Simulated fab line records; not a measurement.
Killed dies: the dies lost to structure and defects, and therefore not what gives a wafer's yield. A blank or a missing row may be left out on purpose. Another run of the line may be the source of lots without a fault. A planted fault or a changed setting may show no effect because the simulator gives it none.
Matching of chambers :: flow n5_finfet :: 3 sister chambers for N5_BEOL_M5_CURE_80 on uv_cure-03
The step cures SiCOH lowk, time 120 s. 16 wafers are shown with their chamber, then 8 later ones without.

== WAFERS WITH THEIR CHAMBER ==
wafer: L076.1
chamber: 0
wafer_temp_C_max: 371.5
lamp_power_pct (%): 52.26

wafer: L076.2
chamber: 0
wafer_temp_C_max: 372.4
lamp_power_pct (%): 52.31

wafer: L076.5
chamber: 0
wafer_temp_C_max: 371.3
lamp_power_pct (%): 52.34

wafer: L082.1
chamber: 0
wafer_temp_C_max: 371.1
lamp_power_pct (%): 52.36

wafer: L082.4
chamber: 0
wafer_temp_C_max: 372.1
lamp_power_pct (%): 52.30

wafer: L082.5
chamber: 0
wafer_temp_C_max: 371.3
lamp_power_pct (%): 52.31

wafer: L080.1
chamber: 2
wafer_temp_C_max: 371.8
lamp_power_pct (%): 52.30

wafer: L080.4
chamber: 2
wafer_temp_C_max: 372.4
lamp_power_pct (%): 52.41

wafer: L080.5
chamber: 2
wafer_temp_C_max: 372.3
lamp_power_pct (%): 52.34

wafer: L086.2
chamber: 1
wafer_temp_C_max: 372.0
lamp_power_pct (%): 52.40

wafer: L086.3
chamber: 1
wafer_temp_C_max: 372.2
lamp_power_pct (%): 52.19

wafer: L086.6
chamber: 1
wafer_temp_C_max: 372.3
lamp_power_pct (%): 52.33

wafer: L090.1
chamber: 0
wafer_temp_C_max: 371.5
lamp_power_pct (%): 52.31

wafer: L090.2
chamber: 0
wafer_temp_C_max: 371.5
lamp_power_pct (%): 52.31

wafer: L090.6
chamber: 0
wafer_temp_C_max: 371.9
lamp_power_pct (%): 52.35

wafer: L093.2
chamber: 2
wafer_temp_C_max: 372.2
lamp_power_pct (%): 52.39

SIGNATURES (averages over the wafers above)
reading: wafer_temp_C_max
chamber 0: 371.622
chamber 1: 372.167
chamber 2: 372.175
scatter within a chamber: 0.361

reading: lamp_power_pct
chamber 0: 52.3167
chamber 1: 52.3067
chamber 2: 52.3600
scatter within a chamber: 0.0537
Rule: for each reading, subtract the chamber's mean from the wafer's reading, divide by that reading's scatter and square the result; add these up over the readings and take the root, which gives the wafer's distance from the chamber. If the next closest chamber is less than 2 further off than the closest, the wafer can't be placed; otherwise it belongs to the closest. The scatter: take each reading less its chamber's mean, square it, sum over the shown wafers, divide by the number of wafers less the number of chambers, and take the root.

== WAFERS MISSING THEIR CHAMBER ==
wafer: L093.3
wafer_temp_C_max: 372.0
lamp_power_pct (%): 52.32

wafer: L093.6
wafer_temp_C_max: 371.8
lamp_power_pct (%): 52.34

wafer: L094.1
wafer_temp_C_max: 371.3
lamp_power_pct (%): 52.40

wafer: L094.2
wafer_temp_C_max: 371.5
lamp_power_pct (%): 52.43

wafer: L094.4
wafer_temp_C_max: 371.3
lamp_power_pct (%): 52.33

wafer: L096.1
wafer_temp_C_max: 372.5
lamp_power_pct (%): 52.28

wafer: L096.3
wafer_temp_C_max: 371.2
lamp_power_pct (%): 52.22

wafer: L096.5
wafer_temp_C_max: 371.2
lamp_power_pct (%): 52.27

== THE CHAMBER EACH PASSED THROUGH ==
wafer: L093.3
from the rows above: can't be placed: 1 or 2 or 0
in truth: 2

wafer: L093.6
from the rows above: can't be placed: 0 or 2 or 1
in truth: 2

wafer: L094.1
from the rows above: can't be placed: 0 or 2 or 1
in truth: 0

wafer: L094.2
from the rows above: can't be placed: 0 or 2 or 1
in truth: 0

wafer: L094.4
from the rows above: can't be placed: 0 or 1 or 2
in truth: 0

wafer: L096.1
from the rows above: can't be placed: 1 or 2 or 0
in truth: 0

wafer: L096.3
from the rows above: can't be placed: 0 or 1 or 2
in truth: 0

wafer: L096.5
from the rows above: can't be placed: 0 or 1 or 2
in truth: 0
Placed correctly: 0 of 8. Can't be placed from these rows: 8 (the true chamber is among the candidates in 8). Number placed wrongly: 0.
